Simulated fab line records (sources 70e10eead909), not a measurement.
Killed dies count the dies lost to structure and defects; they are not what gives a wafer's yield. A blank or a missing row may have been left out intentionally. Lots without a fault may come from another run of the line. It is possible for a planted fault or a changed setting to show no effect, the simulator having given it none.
The tool behind it: which one? ; flow nand harc ; 12 lots with 36 wafers sampled at 6 steps, on a route of 1302 steps

== WHAT EACH GAUGE READ, for each wafer ==
NHARC_P_BONDPAD_INSPECT_23.
lot;measured;on;raw defect count
L075;day 7 03:03;defect inspect-01;447 445 462
L077;day 8 04:21;defect inspect-02;608 413 304
L079;day 8 15:25;defect inspect-02;616 497 538
L081;day 9 17:56;defect inspect-01;385 240 284
L083;day 10 18:37;defect inspect-01;412 304 314
L085;day 11 07:02;defect inspect-02;220 229 264
L087;day 11 21:46;defect inspect-01;216 355 255
L089;day 13 00:32;defect inspect-02;333 364 198
L090;day 14 01:28;defect inspect-01;184 401 307
L092;day 14 14:19;defect inspect-01;463 390 293
L095;day 15 18:01;defect inspect-02;235 286 349
L097;day 15 23:40;defect inspect-02;226 304 280

== WHAT TOOL EACH LOT RAN ON (gives the tool, then ch and the chambers of the sampled wafers, and finally the start) ==
lot;NHARC_P_M0_DESCUM_14;NHARC_P_M2_STRIP_18;NHARC_P_BONDPAD_DEP_00;NHARC_P_BONDPAD_ETCH_24;NHARC_P_BONDPAD_CMP_19
L075;rie diel-08 ch 0,1, day 6 11:42;rie diel-07 ch 1,2,3, day 6 20:22;pecvd-02 ch 0,1,2, day 7 02:32 or earlier;rie diel-01 ch 2,3, day 7 02:32 or earlier;cmp-02 ch 1,2, day 7 02:32
L077;rie diel-12 ch 0,1, day 7 12:41;rie diel-07 ch 1,3, day 7 21:32;pecvd-01 ch 0,1,2, day 8 00:22;rie diel-10 ch 0,1,3, day 8 03:51 or earlier;cmp-02 ch 0,1,3, day 8 03:51
L079;rie diel-08 ch 2,3, day 7 23:59;rie diel-09 ch 1,2,3, day 8 08:43;pecvd-02 ch 0,1,2, day 8 11:28;rie diel-02 ch 0,1,2, day 8 14:54 or earlier;cmp-02 ch 0,1,2, day 8 14:54
L081;rie diel-05 ch 1,2, day 9 02:17;rie diel-13 ch 0,1, day 9 10:49;pecvd-01 ch 0,1,2, day 9 13:55;rie diel-10 ch 1,2,3, day 9 15:56;cmp-01 ch 0,2,3, day 9 17:28
L083;rie diel-05 ch 0,1,3, day 10 03:21;rie diel-13 ch 0,1,3, day 10 11:47;pecvd-03 ch 0,2, day 10 14:37;rie diel-01 ch 0,1,3, day 10 18:04 or earlier;cmp-01 ch 0,1,3, day 10 18:04
L085;rie diel-08 ch 2,3, day 10 14:47;rie diel-07 ch 0,1, day 11 00:12;pecvd-01 ch 0,2, day 11 02:56;rie diel-01 ch 2,3, day 11 06:29 or earlier;cmp-03 ch 0,3, day 11 06:29
L087;rie diel-05 ch 0,1,2, day 11 06:28;rie diel-13 ch 0,3, day 11 14:56;pecvd-03 ch 0,1, day 11 17:44;rie diel-02 ch 1,3, day 11 19:44;cmp-01 ch 0,2,3, day 11 21:14
L089;rie diel-08 ch 0,1,2, day 12 07:39;rie diel-13 ch 1,2,3, day 12 17:07;pecvd-01 ch 0,1,2, day 12 19:52;rie diel-01 ch 1,2,3, day 13 00:00 or earlier;cmp-02 ch 0,1,3, day 13 00:00
L090;rie diel-12 ch 0,1,3, day 13 09:46;rie diel-09 ch 0,3, day 13 18:40;pecvd-03 ch 0,2, day 13 21:27;rie diel-02 ch 1,2,3, day 14 00:59 or earlier;cmp-03 ch 1,2,3, day 14 00:59
L092;rie diel-05 ch 0,1,3, day 13 22:47;rie diel-09 ch 0,1, day 14 07:28;pecvd-03 ch 0,1, day 14 10:14;rie diel-10 ch 2,3, day 14 12:16;cmp-02 ch 1,2,3, day 14 13:46
L095;rie diel-08 ch 0,1,3, day 15 02:14;rie diel-09 ch 0,1,3, day 15 11:13;pecvd-02 ch 0,1, day 15 14:02;rie diel-01 ch 1,2,3, day 15 17:31 or earlier;cmp-02 ch 0,1,2, day 15 17:31
L097;rie diel-05 ch 1,2, day 15 08:17;rie diel-07 ch 0,3, day 15 16:55;pecvd-01 ch 0,1,2, day 15 19:47;rie diel-01 ch 1,2,3, day 15 23:09 or earlier;cmp-02 ch 0,1, day 15 23:09
- NHARC_P_M0_DESCUM_14: chemistry O2, time 3 s.
- NHARC_P_M2_STRIP_18: strips in N2/H2.
- NHARC_P_BONDPAD_DEP_00: deposits SiCN, target thk 250 nm.
- NHARC_P_BONDPAD_ETCH_24: etches the open film in CF4/N2, target depth 30 nm, time 72.99 s.
- NHARC_P_BONDPAD_CMP_19: polishes, t overpolish 30 s, cu recess touch 16 s, target thk 160.81 nm.

== THE ANSWER, worked out from the rows above alone ==
Rule: what is usual is taken from the lots themselves. The widest of any qualifying gaps counts: lots, ordered by their means at a reading, are off when they make up no more than a third of the lots, leave a main group of 4 or more, and stand apart from it by 3 or more times the standard deviation of that group's means. If all means in a main group match to the digits the tables above print for the reading, that group is not used. Also off: a lot with no number at a reading for which 4 or more lots have one. The other lots that the step has rows for count as sound.
Across all readings shown, no lot is off: no conclusion can be drawn from this.

== WHAT THE SIMULATOR PUT IN ==
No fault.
